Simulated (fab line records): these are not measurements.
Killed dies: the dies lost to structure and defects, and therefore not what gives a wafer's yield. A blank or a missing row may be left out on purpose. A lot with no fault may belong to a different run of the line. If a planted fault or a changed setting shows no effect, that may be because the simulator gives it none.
Which of the tools did it? | flow nand_harc | 24 lots, 72 wafers sampled, at 3 steps of a route of 1302

== WHAT THE GAUGES READ, wafer by wafer ==
NHARC_A_SGD_CUT_THK_MEAS_22: measures by ellipsometry. Usual: thk_nm reads 148.2 nm (standard deviation 1.4).
lot  | measured     | on            | thk_nm (nm)       | flag
L075 | day 19 06:11 | film_metro-02 | 149.9 148.4 150.1 |
L074 | day 19 06:11 | film_metro-01 | 148.1 147.2 148.4 |
L076 | day 20 15:34 | film_metro-01 | 151.0 149.1 150.3 |
L078 | day 20 22:25 | film_metro-02 | 150.1 148.5 148.4 |
L077 | day 20 22:25 | film_metro-01 | 147.6 149.3 149.8 |
L079 | day 21 01:54 | film_metro-02 | 148.0 146.6 148.9 |
L081 | day 22 08:00 | film_metro-01 | 149.3 148.2 148.6 |
L080 | day 22 19:51 | film_metro-01 | 147.2 147.6 149.1 |
L082 | day 22 19:52 | film_metro-02 | 150.4 150.5 146.2 |
L083 | day 23 04:23 | film_metro-02 | 149.0 148.1 149.0 |
L085 | day 24 02:52 | film_metro-01 | 148.0 149.7 147.8 |
L086 | day 24 21:47 | film_metro-01 | 148.7 148.6 149.1 |
L087 | day 24 21:47 | film_metro-02 | 149.8 148.8 147.6 |
L084 | day 24 21:50 | film_metro-02 | 149.5 146.5 146.8 |
L088 | day 25 20:11 | film_metro-01 | 143.7 144.2 148.0 |
L090 | day 25 20:10 | film_metro-02 | 146.5 147.7 145.1 |
L091 | day 25 20:17 | film_metro-02 | 149.6 148.4 147.5 |
L089 | day 26 09:35 | film_metro-01 | 149.0 149.5 149.8 |
L092 | day 27 01:19 | film_metro-01 | 148.3 148.7 148.2 |
L095 | day 28 00:37 | film_metro-02 | 150.6 150.4 147.6 |
L094 | day 28 00:37 | film_metro-01 | 148.1 146.4 145.0 |
L093 | day 28 00:37 | film_metro-02 | 148.9 149.8 148.7 |
L096 | day 28 16:16 | film_metro-02 | 145.5 145.5 147.8 |
L097 | day 28 21:33 | film_metro-02 | 148.1 151.6 147.6 |

== WHICH TOOL RAN EACH LOT (tool, then ch and the chambers of the sampled wafers, then the start) ==
lot  | NHARC_A_SGD_CUT_DESCUM_14          | NHARC_A_SGD_CUT_ETCH_59
L075 | rie_diel-02 ch 0,2,3, day 19 00:11 | rie_diel-02 ch 0,2,3, day 19 06:11 or earlier
L074 | rie_diel-02 ch 0,1,2, day 19 01:06 | rie_diel-02 ch 1,3, day 19 06:11 or earlier
L076 | rie_diel-12 ch 1,2, day 20 09:33   | rie_diel-12 ch 0,2, day 20 15:34 or earlier
L078 | rie_diel-02 ch 0,1,2, day 20 16:04 | rie_diel-02 ch 0,2,3, day 20 22:25 or earlier
L077 | rie_diel-06 ch 1,2, day 20 16:25   | rie_diel-06 ch 0,1,3, day 20 22:25 or earlier
L079 | rie_diel-02 ch 0,3, day 20 19:19   | rie_diel-02 ch 0,1, day 21 01:54 or earlier
L081 | rie_diel-06 ch 1,2, day 22 01:34   | rie_diel-06 ch 0,1,2, day 22 08:00 or earlier
L080 | rie_diel-02 ch 0,3, day 22 13:28   | rie_diel-02 ch 1,2, day 22 19:51 or earlier
L082 | rie_diel-06 ch 0,1,2, day 22 13:46 | rie_diel-06 ch 0,1,2, day 22 19:52 or earlier
L083 | rie_diel-12 ch 0,3, day 22 22:05   | rie_diel-12 ch 0,2,3, day 23 04:23 or earlier
L085 | rie_diel-06 ch 1,2,3, day 23 20:44 | rie_diel-06 ch 0,1,2, day 24 02:52 or earlier
L086 | rie_diel-02 ch 0,3, day 24 15:43   | rie_diel-02 ch 0,2,3, day 24 21:47 or earlier
L087 | rie_diel-12 ch 1,2, day 24 15:56   | rie_diel-12 ch 0,1,2, day 24 21:47 or earlier
L084 | rie_diel-06 ch 0,1,2, day 24 16:06 | rie_diel-06 ch 0,1,2, day 24 21:50 or earlier
L088 | rie_diel-06 ch 0,1,3, day 25 13:47 | rie_diel-06 ch 0,1,2, day 25 20:11 or earlier
L090 | rie_diel-02 ch 2,3, day 25 14:02   | rie_diel-02 ch 0,1,3, day 25 20:10 or earlier
L091 | rie_diel-06 ch 0,2,3, day 25 17:04 | rie_diel-06 ch 1,3, day 25 20:17 or earlier
L089 | rie_diel-12 ch 1,2, day 26 03:25   | rie_diel-12 ch 2,3, day 26 09:35 or earlier
L092 | rie_diel-06 ch 0,2,3, day 26 18:43 | rie_diel-06 ch 0,1, day 27 01:19 or earlier
L095 | rie_diel-02 ch 1,2, day 27 15:46   | rie_diel-02 ch 0,1,2, day 28 00:37 or earlier
L094 | rie_diel-06 ch 0,1,3, day 27 16:25 | rie_diel-06 ch 0,1,3, day 28 00:37 or earlier
L093 | rie_diel-02 ch 1,2,3, day 27 18:35 | rie_diel-02 ch 0,3, day 28 00:37 or earlier
L096 | rie_diel-02 ch 0,1, day 28 10:16   | rie_diel-02 ch 1,2,3, day 28 16:16 or earlier
L097 | rie_diel-12 ch 0,1,3, day 28 15:29 | rie_diel-12 ch 0,1,2, day 28 21:33 or earlier
- NHARC_A_SGD_CUT_DESCUM_14: chemistry O2, time 3 s.
- NHARC_A_SGD_CUT_ETCH_59: etches the open film in N2/H2, target depth 260 nm, time 406.25 s.

== AS READ BY THE TOOLS THEMSELVES (means over the sampled wafers that have a number; for cases with no such wafer, the mark the record gives instead) ==
NHARC_A_SGD_CUT_DESCUM_14. Usual: drypump_motor_current_A 5.8 A, standard deviation 0.42; oes_product_au 1.003 a.u., standard deviation 0.0081; rf_vpp_V 57.7 V, standard deviation 0.85; showerhead_plenum_p_Torr 1.90 Torr, standard deviation 0.096; throttle_valve_pct 11.311 %, standard deviation 0.0089.
lot  | tool        | drypump_motor_current_A (A) | oes_product_au (a.u.) | rf_vpp_V (V) | showerhead_plenum_p_Torr (Torr) | throttle_valve_pct (%) | flag
L075 | rie_diel-02 | 6.1                         | 1.006                 | 58.3         | 1.94                            | 11.303                 |
L074 | rie_diel-02 | 6.0                         | 1.007                 | 56.9         | 1.89                            | 11.310                 |
L076 | rie_diel-12 | 5.3                         | 0.999                 | 58.1         | 1.90                            | 11.313                 |
L078 | rie_diel-02 | 6.0                         | 1.007                 | 57.1         | 1.89                            | 11.315                 |
L077 | rie_diel-06 | 5.6                         | 1.006                 | 57.0         | 1.86                            | 11.317                 |
L079 | rie_diel-02 | 6.3                         | 1.001                 | 58.3         | 2.01                            | 11.313                 |
L081 | rie_diel-06 | 5.7                         | 1.006                 | 58.5         | 1.94                            | 11.309                 |
L080 | rie_diel-02 | 6.3                         | 1.009                 | 58.5         | 2.01                            | 11.303                 |
L082 | rie_diel-06 | 5.9                         | 1.002                 | 57.6         | 1.85                            | 11.321                 |
L083 | rie_diel-12 | 5.6                         | 1.001                 | 58.9         | 1.93                            | 11.310                 |
L085 | rie_diel-06 | 5.5                         | 1.006                 | 57.4         | 1.90                            | 11.312                 |
L086 | rie_diel-02 | 6.3                         | 1.002                 | 57.4         | 2.01                            | 11.311                 |
L087 | rie_diel-12 | 5.1                         | 1.000                 | 56.9         | 1.93                            | 11.310                 |
L084 | rie_diel-06 | 5.9                         | 0.995                 | 57.5         | 1.85                            | 11.303                 |
L088 | rie_diel-06 | 5.7                         | 1.002                 | 57.5         | 1.82                            | 11.306                 |
L090 | rie_diel-02 | 6.1                         | 0.998                 | 57.7         | 1.90                            | 11.308                 |
L091 | rie_diel-06 | 5.8                         | 1.007                 | 58.3         | 1.90                            | 11.313                 |
L089 | rie_diel-12 | 5.0                         | 0.997                 | 58.4         | 1.93                            | 11.316                 |
L092 | rie_diel-06 | 5.8                         | 1.010                 | 57.3         | 1.90                            | 11.309                 |
L095 | rie_diel-02 | 5.9                         | 1.010                 | 57.4         | 1.85                            | 11.308                 |
L094 | rie_diel-06 | 5.8                         | 1.009                 | 57.7         | 1.82                            | 11.311                 |
L093 | rie_diel-02 | 6.0                         | 1.010                 | 58.5         | 1.92                            | 11.305                 |
L096 | rie_diel-02 | 5.9                         | 1.001                 | 57.7         | 1.91                            | 11.312                 |
L097 | rie_diel-12 | 5.5                         | 1.007                 | 57.1         | 1.89                            | 11.304                 |

NHARC_A_SGD_CUT_ETCH_59. Usual: drypump_motor_current_A 5.8 A, standard deviation 0.42; oes_product_au 1.002 a.u., standard deviation 0.0088; rf_vpp_V 430 V, standard deviation 3.1; showerhead_plenum_p_Torr 2.02 Torr, standard deviation 0.11; throttle_valve_pct 14.172 %, standard deviation 0.009.
lot  | tool        | drypump_motor_current_A (A) | oes_product_au (a.u.) | rf_vpp_V (V) | showerhead_plenum_p_Torr (Torr) | throttle_valve_pct (%) | flag
L075 | rie_diel-02 | 6.2                         | 1.008                 | 431          | 2.07                            | 14.171                 |
L074 | rie_diel-02 | 6.0                         | 0.997                 | 431          | 2.06                            | 14.164                 |
L076 | rie_diel-12 | 5.5                         | 0.997                 | 433          | 2.12                            | 14.171                 |
L078 | rie_diel-02 | 6.1                         | 0.998                 | 431          | 2.07                            | 14.173                 |
L077 | rie_diel-06 | 5.7                         | 1.001                 | 428          | 1.94                            | 14.177                 |
L079 | rie_diel-02 | 6.1                         | 0.997                 | 431          | 2.06                            | 14.183                 |
L081 | rie_diel-06 | 5.8                         | 1.004                 | 428          | 1.98                            | 14.177                 |
L080 | rie_diel-02 | 5.9                         | 1.009                 | 429          | 1.98                            | 14.176                 |
L082 | rie_diel-06 | 5.9                         | 1.008                 | 430          | 1.98                            | 14.172                 |
L083 | rie_diel-12 | 5.3                         | 1.000                 | 430          | 2.04                            | 14.180                 |
L085 | rie_diel-06 | 5.9                         | 1.006                 | 429          | 1.98                            | 14.171                 |
L086 | rie_diel-02 | 6.2                         | 1.002                 | 432          | 2.07                            | 14.170                 |
L087 | rie_diel-12 | 5.4                         | 1.003                 | 432          | 2.07                            | 14.173                 |
L084 | rie_diel-06 | 5.9                         | 0.998                 | 429          | 1.98                            | 14.176                 |
L088 | rie_diel-06 | 5.9                         | 1.005                 | 428          | 1.97                            | 14.175                 |
L090 | rie_diel-02 | 6.1                         | 0.991                 | 432          | 2.09                            | 14.179                 |
L091 | rie_diel-06 | 5.5                         | 0.996                 | 428          | 1.93                            | 14.169                 |
L089 | rie_diel-12 | 5.0                         | 0.998                 | 430          | 2.02                            | 14.169                 |
L092 | rie_diel-06 | 6.1                         | 1.013                 | 426          | 1.88                            | 14.176                 |
L095 | rie_diel-02 | 6.0                         | 1.002                 | 429          | 2.01                            | 14.174                 |
L094 | rie_diel-06 | 5.7                         | 1.008                 | 428          | 1.93                            | 14.177                 |
L093 | rie_diel-02 | 6.3                         | 0.998                 | 433          | 2.12                            | 14.178                 |
L096 | rie_diel-02 | 6.1                         | 1.004                 | 430          | 2.04                            | 14.171                 |
L097 | rie_diel-12 | 5.4                         | 1.005                 | 431          | 2.07                            | 14.168                 |

== THE ANSWER, worked out from the rows above alone ==
Rule: take the mean of a lot's wafers that have a number; if it is more than 3 standard deviations from the usual mean, the lot is off. Also off: a lot with no number at a reading for which 4 or more lots have one. Where the step has rows for the other lots, those lots are counted as sound. First the gauges in route order, then the tools' own readings, where a lot's mean is used as printed above. The first step at which some lot is off is used, and at that step the reading that is off furthest; a lot without a number counts as furthest.
None of the lots is off at any reading shown; this tells nothing.

== WHAT WAS PUT IN BY THE SIMULATOR ==
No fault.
